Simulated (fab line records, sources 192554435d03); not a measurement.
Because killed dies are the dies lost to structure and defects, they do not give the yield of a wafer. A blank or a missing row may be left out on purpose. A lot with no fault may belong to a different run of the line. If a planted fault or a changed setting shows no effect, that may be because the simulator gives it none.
2 desks, one fault :: flow n5_finfet :: every desk sees just its own numbers, and what lay behind them comes last

== AT THE METROLOGY DESK ==
Means of the sampled wafers that have a number, per lot and without regard to the tool the lot ran on: this is what the gauges read. The brackets show how far a lot's mean lies from the usual mean; more than 4 standard deviations puts the lot out of limits, marked OUT. 7 of its 10 readings are shown, namely those furthest out on some lot.
Columns: A = DIBL_N at N5_BEOL_M4_RC_MEAS_101, usual 36.5 mV/V; B = DIBL_P at N5_BEOL_M4_RC_MEAS_101, usual 36.5 mV/V; C = IOFF_P at N5_BEOL_M4_RC_MEAS_101, usual 0.219 nA/um; D = ION_N at N5_BEOL_M4_RC_MEAS_101, usual 675 uA/um; E = SS_N at N5_BEOL_M4_RC_MEAS_101, usual 71.5 mV/dec; F = VT_N at N5_BEOL_M4_RC_MEAS_101, usual 249.7 mV; G = VT_P at N5_BEOL_M4_RC_MEAS_101, usual -250 mV
lot: L381
first seen here: day 8 03:10
A: 37.3
B: 35.5
C: 0.222
D: 668
E: 71.3
F: 253.4
G: -249

lot: L382
first seen here: day 8 15:29
A: 36.0
B: 37.0
C: 0.201
D: 672
E: 72.1
F: 249.9
G: -252

lot: L386
first seen here: day 9 16:14
A: 34.3
B: 34.3
C: 0.179
D: 676
E: 71.6
F: 250.5
G: -251

lot: L384
first seen here: day 9 19:38
A: 37.6
B: 38.2
C: 0.226
D: 687
E: 72.2
F: 246.6
G: -250

lot: L388
first seen here: day 9 22:42
A: 35.1
B: 34.3
C: 0.223
D: 671
E: 71.5
F: 250.6
G: -247

lot: L392
first seen here: day 11 08:19
A: 35.5
B: 34.9
C: 0.226
D: 679
E: 71.4
F: 248.2
G: -248

lot: L397
first seen here: day 12 07:55
A: 37.3
B: 37.9
C: 0.251
D: 681
E: 71.7
F: 249.1
G: -247

lot: L398
first seen here: day 12 19:00
A: 38.5
B: 39.4
C: 0.239
D: 684
E: 71.7
F: 247.5
G: -248

lot: L401
first seen here: day 13 10:22
A: 35.5
B: 36.7
C: 0.191
D: 675
E: 71.4
F: 251.1
G: -254
This desk's finding: nothing out of limits on any of the 9 lots.

== DESK OF THE TOOL OWNER: litho_track-05 ==
The tool's own readings at N5_SD_EPI_N_COAT_32 (time 60 s, resist thk 350 nm): means of the sampled wafers that have a number, for each lot that ran on this tool. The brackets show how far a lot's mean lies from the usual mean; more than 4 standard deviations puts the lot out of limits, marked OUT.
Columns: A = chill_plate_temp_C at N5_SD_EPI_N_COAT_32, usual 23.01 C; B = heater_power_total_W at N5_SD_EPI_N_COAT_32, usual 500.4 W; C = run_length_s at N5_SD_EPI_N_COAT_32, usual 66.24 s
lot: L382
first seen here: day 3 11:20
A: 22.98
B: 499.7
C: 66.38

lot: L384
first seen here: day 4 01:20
A: 23.10
B: 503.0
C: 66.28

lot: L392
first seen here: day 6 06:35
A: 22.96
B: 563.7 (+35) OUT
C: 56.35 (-66) OUT
This desk's verdict: out of limits on L392, starting with L392 at day 6 06:35 (heater_power_total_W at N5_SD_EPI_N_COAT_32). Within limits: L382, L384.

== ALL TOGETHER ==
An alarm could have come from the tool owner's desk at day 6 06:35, on L392.
Metrology desk: nothing out of limits seen.
The metrology desk holds a record of L392, inside its limits.
All the named lots went through N5_SD_EPI_N_COAT_32 on litho_track-05.

== WHAT WAS PUT IN BY THE SIMULATOR ==
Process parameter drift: litho_track-05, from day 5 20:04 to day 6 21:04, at N5_SD_EPI_N_COAT_32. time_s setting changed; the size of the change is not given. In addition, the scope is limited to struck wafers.
Shown lots that were struck: L392.
How many hours passed from the start of the fault until each desk's first out-of-limits reading: the tool owner's desk, 11.
